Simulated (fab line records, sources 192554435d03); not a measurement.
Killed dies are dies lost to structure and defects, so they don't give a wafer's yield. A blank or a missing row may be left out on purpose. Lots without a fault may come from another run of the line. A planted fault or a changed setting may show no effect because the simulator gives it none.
Problem report in the 8D (eight disciplines) form, filled by code | flow n5_finfet | the parts of the form that need people (team, actions taken, sign-off) are left out
Where a reading is given only as a bound, like >300, the bound stands for it, and a mean or a difference that rests on one is marked > or <: the true number lies beyond.

1. THE PROBLEM
raw_defect_count at N5_PASSIVATION_INSPECT_61 reads a mean of >300 on 6 wafers of 2 lots; wafers without a fault read 2.1 with a standard deviation of 1.4. That is +99 or more standard deviations from the usual mean.
The step: inspects for defects (macro).
First seen on wafer L341.1, day 16 06:52, on defect_inspect-01. The record holds 12 wafers of 4 lots with a number at this step. Rule for "out", or "out of limits": more than 4 standard deviations from the usual mean. The other wafers with a number count as sound.

2. WHAT IT IS AND WHAT IT IS NOT
question                    | is                     | is not
which readings at this step | raw_defect_count       | -
which lots                  | L341, L345             | L334, L348
which wafers of those lots  | all that have a number | -
read on which gauges        | defect_inspect-01      | defect_inspect-02
when                        | from day 16 06:52      | up to then (3 sound wafers); but 3 sound wafers of L348 came after

3. SUSPECTS, AND WHAT RULES EACH OUT
Counting: a tool at a process step up to the reading stays a suspect if it ran every lot that is out and no sound lot after the first of them.
- the gauge at N5_PASSIVATION_INSPECT_61: ruled out. All the wafers that are out were read on defect_inspect-01, but those of them that N5_PASSIVATION_PROBE_49 has rows for are out there too, on other tools.
- wet_bench-01 at N5_MIM_BOT_ETCH_STRIP_02 (strips in post etch residue remover, time 1200 s): kept. It ran every lot that is out, first L341 (day 15 23:31), and no sound lot after that; its last sound lot up to then is L334 (day 14 15:07).
Left after counting: wet_bench-01 at N5_MIM_BOT_ETCH_STRIP_02.

4. THE CAUSE (what the simulator had put in)
Chamber particle source: wet_bench-01, from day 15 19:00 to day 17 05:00, at N5_MIM_BOT_ETCH_STRIP_02. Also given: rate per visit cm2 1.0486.
Counting left only this tool.

5. THE CHAIN OF EFFECTS, in route order
Each row: a reading whose mean over the struck wafers that have a number lies more than 3 standard deviations from the usual. Only readings for which the record gives a usual standard deviation are gone through. hours: the time from each lot's start at the first step in this table that gives one to its start at this step, as a median over the lots. sigmas: the change in usual standard deviations.
hours | step                      | reading              | usual  | on struck wafers | change | sigmas
0     | N5_PASSIVATION_INSPECT_61 | raw_defect_count     | 2.1    | >300             | >+298  | +99 or more
7     | N5_PASSIVATION_PROBE_49   | defect_limited_yield | 91.4 % | 82.3             | -9.1   | -6.1
7     | N5_PASSIVATION_PROBE_49   | killed_at_other      | 3.1    | 117.3            | +114.2 | +41
7     | N5_PASSIVATION_PROBE_49   | killed_dies          | 102    | 209              | +107   | +6.3
7     | N5_PASSIVATION_PROBE_49   | sort_bin_5_function  | 5.1 %  | 11.0             | +5.9   | +6.2
7     | N5_PASSIVATION_PROBE_49   | sort_n_pass          | 1078   | 971              | -107   | -5.9
7     | N5_PASSIVATION_PROBE_49   | sort_yield_pct       | 91.3 % | 82.3             | -9.0   | -6.0
The process steps in it:
- N5_PASSIVATION_PROBE_49

6. WHAT WOULD HAVE CAUGHT IT SOONER
In this record the first reading out of limits at a measuring or inspecting step was taken at day 16 06:52, 12 hours after the fault began at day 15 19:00.
Of the tool readings at N5_MIM_BOT_ETCH_STRIP_02 for which the record gives a usual standard deviation, none was out on any struck wafer, so an alarm limit of 4 standard deviations on them would not have fired.
Of the lots that are out (2), L345 began N5_MIM_BOT_ETCH_STRIP_02 on wet_bench-01 after day 16 06:52. A hold on the tool at that time would have spared it.
